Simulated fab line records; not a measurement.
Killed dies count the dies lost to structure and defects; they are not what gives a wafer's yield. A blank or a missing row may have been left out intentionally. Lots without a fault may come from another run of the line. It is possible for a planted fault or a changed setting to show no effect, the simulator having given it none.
Which tool was responsible? || flow nand_harc || 42 wafers from 14 lots sampled at 4 of the route's 1159 steps

== WHAT THE GAUGES SHOWED, per wafer ==
Not one reading of a measure or inspect step in the record can be checked against a usual standard deviation.

== EACH LOT AND THE TOOL THAT RAN IT (in order: tool; ch and the chambers of the sampled wafers; start) ==
{"lot": "L821", "NHARC_A_CONTACT_DESCUM_47": "rie_diel-13 ch 1,3, day 17 08:53", "NHARC_A_CONTACT_ETCH_113": "har_cap_etch-02 ch 0,1, day 17 10:27", "NHARC_A_CONTACT_ETCH_114": "har_cap_etch-02 ch 0,1, day 17 10:32", "NHARC_A_CONTACT_ETCH_122": "har_cap_etch-02 ch 0,1, day 17 11:16"}
{"lot": "L822", "NHARC_A_CONTACT_DESCUM_47": "rie_diel-08 ch 0,1, day 17 09:34", "NHARC_A_CONTACT_ETCH_113": "har_cap_etch-03 ch 0,1, day 17 11:29", "NHARC_A_CONTACT_ETCH_114": "har_cap_etch-03 ch 0,1, day 17 11:35", "NHARC_A_CONTACT_ETCH_122": "har_cap_etch-03 ch 0,1, day 17 12:19"}
{"lot": "L824", "NHARC_A_CONTACT_DESCUM_47": "rie_diel-11 ch 1,2,3, day 18 02:28", "NHARC_A_CONTACT_ETCH_113": "har_cap_etch-03 ch 0,1, day 18 04:09", "NHARC_A_CONTACT_ETCH_114": "har_cap_etch-03 ch 0,1, day 18 04:16", "NHARC_A_CONTACT_ETCH_122": "har_cap_etch-03 ch 0,1, day 18 05:11"}
{"lot": "L823", "NHARC_A_CONTACT_DESCUM_47": "rie_diel-13 ch 0,2,3, day 18 11:46", "NHARC_A_CONTACT_ETCH_113": "har_cap_etch-02 ch 0,1, day 18 13:19", "NHARC_A_CONTACT_ETCH_114": "har_cap_etch-02 ch 0,1, day 18 13:25", "NHARC_A_CONTACT_ETCH_122": "har_cap_etch-02 ch 0,1, day 18 14:08"}
{"lot": "L825", "NHARC_A_CONTACT_DESCUM_47": "rie_diel-11 ch 2,3, day 18 18:22", "NHARC_A_CONTACT_ETCH_113": "har_cap_etch-03 ch 0,1, day 18 20:01", "NHARC_A_CONTACT_ETCH_114": "har_cap_etch-03 ch 0,1, day 18 20:06", "NHARC_A_CONTACT_ETCH_122": "har_cap_etch-03 ch 0,1, day 18 20:49"}
{"lot": "L827", "NHARC_A_CONTACT_DESCUM_47": "rie_diel-13 ch 1,2,3, day 19 00:20", "NHARC_A_CONTACT_ETCH_113": "har_cap_etch-02 ch 0,1, day 19 01:59", "NHARC_A_CONTACT_ETCH_114": "har_cap_etch-02 ch 0,1, day 19 02:07", "NHARC_A_CONTACT_ETCH_122": "har_cap_etch-02 ch 0,1, day 19 03:05"}
{"lot": "L829", "NHARC_A_CONTACT_DESCUM_47": "rie_diel-08 ch 1,2,3, day 19 01:00", "NHARC_A_CONTACT_ETCH_113": "har_cap_etch-03 ch 0,1, day 19 04:53", "NHARC_A_CONTACT_ETCH_114": "har_cap_etch-03 ch 0,1, day 19 04:59", "NHARC_A_CONTACT_ETCH_122": "har_cap_etch-03 ch 0,1, day 19 05:43"}
{"lot": "L837", "NHARC_A_CONTACT_DESCUM_47": "rie_diel-13 ch 0,2,3, day 20 20:40", "NHARC_A_CONTACT_ETCH_113": "har_cap_etch-03 ch 0,1, day 20 22:19", "NHARC_A_CONTACT_ETCH_114": "har_cap_etch-03 ch 0,1, day 20 22:26", "NHARC_A_CONTACT_ETCH_122": "har_cap_etch-03 ch 0,1, day 20 23:25"}
{"lot": "L835", "NHARC_A_CONTACT_DESCUM_47": "rie_diel-11 ch 0,2,3, day 21 15:05", "NHARC_A_CONTACT_ETCH_113": "har_cap_etch-01 ch 0,1, day 21 17:13", "NHARC_A_CONTACT_ETCH_114": "har_cap_etch-01 ch 0,1, day 21 17:19", "NHARC_A_CONTACT_ETCH_122": "har_cap_etch-01 ch 0,1, day 21 18:02"}
{"lot": "L838", "NHARC_A_CONTACT_DESCUM_47": "rie_diel-08 ch 0,1,2, day 21 20:44", "NHARC_A_CONTACT_ETCH_113": "har_cap_etch-03 ch 0,1, day 21 22:17", "NHARC_A_CONTACT_ETCH_114": "har_cap_etch-03 ch 0,1, day 21 22:23", "NHARC_A_CONTACT_ETCH_122": "har_cap_etch-03 ch 0,1, day 21 23:06"}
{"lot": "L840", "NHARC_A_CONTACT_DESCUM_47": "rie_diel-08 ch 0,1,3, day 22 06:34", "NHARC_A_CONTACT_ETCH_113": "har_cap_etch-02 ch 0,1, day 22 08:16", "NHARC_A_CONTACT_ETCH_114": "har_cap_etch-02 ch 0,1, day 22 08:24", "NHARC_A_CONTACT_ETCH_122": "har_cap_etch-02 ch 0,1, day 22 09:07"}
{"lot": "L839", "NHARC_A_CONTACT_DESCUM_47": "rie_diel-11 ch 0,1, day 22 06:51", "NHARC_A_CONTACT_ETCH_113": "har_cap_etch-01 ch 0,1, day 22 08:26", "NHARC_A_CONTACT_ETCH_114": "har_cap_etch-01 ch 0,1, day 22 08:32", "NHARC_A_CONTACT_ETCH_122": "har_cap_etch-01 ch 0,1, day 22 09:16"}
{"lot": "L842", "NHARC_A_CONTACT_DESCUM_47": "rie_diel-13 ch 0,1,3, day 22 18:55", "NHARC_A_CONTACT_ETCH_113": "har_cap_etch-01 ch 0,1, day 22 20:28", "NHARC_A_CONTACT_ETCH_114": "har_cap_etch-01 ch 0,1, day 22 20:34", "NHARC_A_CONTACT_ETCH_122": "har_cap_etch-01 ch 0,1, day 22 21:17"}
{"lot": "L843", "NHARC_A_CONTACT_DESCUM_47": "rie_diel-13 ch 2,3, day 22 21:03", "NHARC_A_CONTACT_ETCH_113": "har_cap_etch-02 ch 0,1, day 22 22:43", "NHARC_A_CONTACT_ETCH_114": "har_cap_etch-02 ch 0,1, day 22 22:50", "NHARC_A_CONTACT_ETCH_122": "har_cap_etch-02 ch 0,1, day 22 23:48"}
- NHARC_A_CONTACT_DESCUM_47: chemistry O2, time 3 s.
- NHARC_A_CONTACT_ETCH_113: etches the open film in C4F8/O2/Ar, time 94 s, target depth 922 nm.
- NHARC_A_CONTACT_ETCH_114: etches the open film in C4F8/O2/Ar, time 94 s, target depth 922 nm.
- NHARC_A_CONTACT_ETCH_122: etches the open film in C4F8/O2/Ar, time 95 s, target depth 930 nm.

== AS READ BY THE TOOLS THEMSELVES (means over the sampled wafers that have a number; for cases with no such wafer, the mark the record gives instead) ==
NHARC_A_CONTACT_DESCUM_47.
{"lot": "L821", "tool": "rie_diel-13", "drypump_motor_current_A (A)": 5.9, "oes_product_au (a.u.)": 0.994, "rf_vpp_V (V)": 58.4, "showerhead_plenum_p_Torr (Torr)": 1.96, "throttle_valve_pct (%)": 11.310}
{"lot": "L822", "tool": "rie_diel-08", "drypump_motor_current_A (A)": 5.5, "oes_product_au (a.u.)": 0.992, "rf_vpp_V (V)": 58.7, "showerhead_plenum_p_Torr (Torr)": 2.00, "throttle_valve_pct (%)": 11.318}
{"lot": "L824", "tool": "rie_diel-11", "drypump_motor_current_A (A)": 5.7, "oes_product_au (a.u.)": 0.995, "rf_vpp_V (V)": 57.1, "showerhead_plenum_p_Torr (Torr)": 1.85, "throttle_valve_pct (%)": 11.313}
{"lot": "L823", "tool": "rie_diel-13", "drypump_motor_current_A (A)": 5.6, "oes_product_au (a.u.)": 1.002, "rf_vpp_V (V)": 57.8, "showerhead_plenum_p_Torr (Torr)": 1.85, "throttle_valve_pct (%)": 11.320}
{"lot": "L825", "tool": "rie_diel-11", "drypump_motor_current_A (A)": 5.2, "oes_product_au (a.u.)": 0.991, "rf_vpp_V (V)": 57.9, "showerhead_plenum_p_Torr (Torr)": 1.83, "throttle_valve_pct (%)": 11.306}
{"lot": "L827", "tool": "rie_diel-13", "drypump_motor_current_A (A)": 5.9, "oes_product_au (a.u.)": 1.004, "rf_vpp_V (V)": 57.5, "showerhead_plenum_p_Torr (Torr)": 1.89, "throttle_valve_pct (%)": 11.308}
{"lot": "L829", "tool": "rie_diel-08", "drypump_motor_current_A (A)": 5.1, "oes_product_au (a.u.)": 1.000, "rf_vpp_V (V)": 57.8, "showerhead_plenum_p_Torr (Torr)": 1.93, "throttle_valve_pct (%)": 11.317}
{"lot": "L837", "tool": "rie_diel-13", "drypump_motor_current_A (A)": 5.6, "oes_product_au (a.u.)": 1.008, "rf_vpp_V (V)": 57.7, "showerhead_plenum_p_Torr (Torr)": 1.96, "throttle_valve_pct (%)": 11.307}
{"lot": "L835", "tool": "rie_diel-11", "drypump_motor_current_A (A)": 5.6, "oes_product_au (a.u.)": 0.994, "rf_vpp_V (V)": 57.6, "showerhead_plenum_p_Torr (Torr)": 1.81, "throttle_valve_pct (%)": 11.316}
{"lot": "L838", "tool": "rie_diel-08", "drypump_motor_current_A (A)": 5.3, "oes_product_au (a.u.)": 1.007, "rf_vpp_V (V)": 57.4, "showerhead_plenum_p_Torr (Torr)": 2.00, "throttle_valve_pct (%)": 11.310}
{"lot": "L840", "tool": "rie_diel-08", "drypump_motor_current_A (A)": 5.4, "oes_product_au (a.u.)": 1.000, "rf_vpp_V (V)": 57.9, "showerhead_plenum_p_Torr (Torr)": 1.94, "throttle_valve_pct (%)": 11.314}
{"lot": "L839", "tool": "rie_diel-11", "drypump_motor_current_A (A)": 6.2, "oes_product_au (a.u.)": 0.992, "rf_vpp_V (V)": 57.8, "showerhead_plenum_p_Torr (Torr)": 1.82, "throttle_valve_pct (%)": 11.316}
{"lot": "L842", "tool": "rie_diel-13", "drypump_motor_current_A (A)": 5.6, "oes_product_au (a.u.)": 1.005, "rf_vpp_V (V)": 58.2, "showerhead_plenum_p_Torr (Torr)": 1.91, "throttle_valve_pct (%)": 11.321}
{"lot": "L843", "tool": "rie_diel-13", "drypump_motor_current_A (A)": 5.8, "oes_product_au (a.u.)": 1.003, "rf_vpp_V (V)": 57.6, "showerhead_plenum_p_Torr (Torr)": 2.01, "throttle_valve_pct (%)": 11.320}

NHARC_A_CONTACT_ETCH_113.
{"lot": "L821", "tool": "har_cap_etch-02", "chamber_pressure_mTorr (mTorr)": 19.983, "oes_air_line_au (a.u.)": 1.006}
{"lot": "L822", "tool": "har_cap_etch-03", "chamber_pressure_mTorr (mTorr)": 20.002, "oes_air_line_au (a.u.)": 0.995}
{"lot": "L824", "tool": "har_cap_etch-03", "chamber_pressure_mTorr (mTorr)": 20.018, "oes_air_line_au (a.u.)": 1.012}
{"lot": "L823", "tool": "har_cap_etch-02", "chamber_pressure_mTorr (mTorr)": 20.011, "oes_air_line_au (a.u.)": 0.972}
{"lot": "L825", "tool": "har_cap_etch-03", "chamber_pressure_mTorr (mTorr)": 19.999, "oes_air_line_au (a.u.)": 1.012}
{"lot": "L827", "tool": "har_cap_etch-02", "chamber_pressure_mTorr (mTorr)": 20.002, "oes_air_line_au (a.u.)": 1.017}
{"lot": "L829", "tool": "har_cap_etch-03", "chamber_pressure_mTorr (mTorr)": 19.991, "oes_air_line_au (a.u.)": 0.983}
{"lot": "L837", "tool": "har_cap_etch-03", "chamber_pressure_mTorr (mTorr)": 20.003, "oes_air_line_au (a.u.)": 0.994}
{"lot": "L835", "tool": "har_cap_etch-01", "chamber_pressure_mTorr (mTorr)": 20.011, "oes_air_line_au (a.u.)": 1.016}
{"lot": "L838", "tool": "har_cap_etch-03", "chamber_pressure_mTorr (mTorr)": 20.019, "oes_air_line_au (a.u.)": 1.006}
{"lot": "L840", "tool": "har_cap_etch-02", "chamber_pressure_mTorr (mTorr)": 20.000, "oes_air_line_au (a.u.)": 1.017}
{"lot": "L839", "tool": "har_cap_etch-01", "chamber_pressure_mTorr (mTorr)": 20.018, "oes_air_line_au (a.u.)": 1.022}
{"lot": "L842", "tool": "har_cap_etch-01", "chamber_pressure_mTorr (mTorr)": 20.008, "oes_air_line_au (a.u.)": 0.993}
{"lot": "L843", "tool": "har_cap_etch-02", "chamber_pressure_mTorr (mTorr)": 20.011, "oes_air_line_au (a.u.)": 1.000}

NHARC_A_CONTACT_ETCH_114.
{"lot": "L821", "tool": "har_cap_etch-02", "chamber_pressure_mTorr (mTorr)": 20.010, "oes_air_line_au (a.u.)": 1.012}
{"lot": "L822", "tool": "har_cap_etch-03", "chamber_pressure_mTorr (mTorr)": 19.998, "oes_air_line_au (a.u.)": 0.994}
{"lot": "L824", "tool": "har_cap_etch-03", "chamber_pressure_mTorr (mTorr)": 19.991, "oes_air_line_au (a.u.)": 0.984}
{"lot": "L823", "tool": "har_cap_etch-02", "chamber_pressure_mTorr (mTorr)": 20.003, "oes_air_line_au (a.u.)": 1.018}
{"lot": "L825", "tool": "har_cap_etch-03", "chamber_pressure_mTorr (mTorr)": 20.012, "oes_air_line_au (a.u.)": 0.995}
{"lot": "L827", "tool": "har_cap_etch-02", "chamber_pressure_mTorr (mTorr)": 20.005, "oes_air_line_au (a.u.)": 0.977}
{"lot": "L829", "tool": "har_cap_etch-03", "chamber_pressure_mTorr (mTorr)": 19.996, "oes_air_line_au (a.u.)": 0.980}
{"lot": "L837", "tool": "har_cap_etch-03", "chamber_pressure_mTorr (mTorr)": 19.997, "oes_air_line_au (a.u.)": 1.004}
{"lot": "L835", "tool": "har_cap_etch-01", "chamber_pressure_mTorr (mTorr)": 19.995, "oes_air_line_au (a.u.)": 1.006}
{"lot": "L838", "tool": "har_cap_etch-03", "chamber_pressure_mTorr (mTorr)": 19.993, "oes_air_line_au (a.u.)": 0.986}
{"lot": "L840", "tool": "har_cap_etch-02", "chamber_pressure_mTorr (mTorr)": 19.998, "oes_air_line_au (a.u.)": 0.962}
{"lot": "L839", "tool": "har_cap_etch-01", "chamber_pressure_mTorr (mTorr)": 19.987, "oes_air_line_au (a.u.)": 0.991}
{"lot": "L842", "tool": "har_cap_etch-01", "chamber_pressure_mTorr (mTorr)": 20.000, "oes_air_line_au (a.u.)": 0.991}
{"lot": "L843", "tool": "har_cap_etch-02", "chamber_pressure_mTorr (mTorr)": 19.983, "oes_air_line_au (a.u.)": 1.003}

NHARC_A_CONTACT_ETCH_122.
{"lot": "L821", "tool": "har_cap_etch-02", "chamber_pressure_mTorr (mTorr)": 19.994, "oes_air_line_au (a.u.)": 0.995}
{"lot": "L822", "tool": "har_cap_etch-03", "chamber_pressure_mTorr (mTorr)": 20.018, "oes_air_line_au (a.u.)": 0.981}
{"lot": "L824", "tool": "har_cap_etch-03", "chamber_pressure_mTorr (mTorr)": 20.023, "oes_air_line_au (a.u.)": 1.024}
{"lot": "L823", "tool": "har_cap_etch-02", "chamber_pressure_mTorr (mTorr)": 19.992, "oes_air_line_au (a.u.)": 1.009}
{"lot": "L825", "tool": "har_cap_etch-03", "chamber_pressure_mTorr (mTorr)": 19.987, "oes_air_line_au (a.u.)": 0.978}
{"lot": "L827", "tool": "har_cap_etch-02", "chamber_pressure_mTorr (mTorr)": "-", "oes_air_line_au (a.u.)": "-"}
{"lot": "L829", "tool": "har_cap_etch-03", "chamber_pressure_mTorr (mTorr)": "-", "oes_air_line_au (a.u.)": "-"}
{"lot": "L837", "tool": "har_cap_etch-03", "chamber_pressure_mTorr (mTorr)": 20.013, "oes_air_line_au (a.u.)": 0.975}
{"lot": "L835", "tool": "har_cap_etch-01", "chamber_pressure_mTorr (mTorr)": 20.007, "oes_air_line_au (a.u.)": 1.008}
{"lot": "L838", "tool": "har_cap_etch-03", "chamber_pressure_mTorr (mTorr)": 20.005, "oes_air_line_au (a.u.)": 1.024}
{"lot": "L840", "tool": "har_cap_etch-02", "chamber_pressure_mTorr (mTorr)": 20.013, "oes_air_line_au (a.u.)": 0.998}
{"lot": "L839", "tool": "har_cap_etch-01", "chamber_pressure_mTorr (mTorr)": 20.007, "oes_air_line_au (a.u.)": 1.001}
{"lot": "L842", "tool": "har_cap_etch-01", "chamber_pressure_mTorr (mTorr)": 20.011, "oes_air_line_au (a.u.)": 0.978}
{"lot": "L843", "tool": "har_cap_etch-02", "chamber_pressure_mTorr (mTorr)": 20.012, "oes_air_line_au (a.u.)": 1.002}

== THE ANSWER, worked out from the rows above alone ==
Rule: the usual values come from the lots themselves. Put in order of their means at a reading, lots are off if they are a third of the lots or fewer, leave a main group of 4 or more, and stand apart from it by a gap of 3 or more times the standard deviation of the main group's means; of several such gaps the widest counts. A main group whose means are all the same, to the digits that the tables above print for the reading, isn't used. A lot without any number at a reading at which 4 lots or more have one is off too. The other lots that the step has rows for count as sound. First the gauges in route order, then the tools' own readings, where a lot's mean is used as printed above. The first step at which some lot is off is used, and at that step the reading that is off furthest; a lot without a number counts as furthest.
Off: L827, L829, at NHARC_A_CONTACT_ETCH_122 (chamber_pressure_mTorr). Without a number there: L827, L829. Main group: mean 20.007 mTorr, sd 0.01.
If a tool, at that step or one of the process steps before it, ran each lot that is off and ran no sound lot following the first of them, it fits. None of those tried fits.

== WHAT THE SIMULATOR PUT IN ==
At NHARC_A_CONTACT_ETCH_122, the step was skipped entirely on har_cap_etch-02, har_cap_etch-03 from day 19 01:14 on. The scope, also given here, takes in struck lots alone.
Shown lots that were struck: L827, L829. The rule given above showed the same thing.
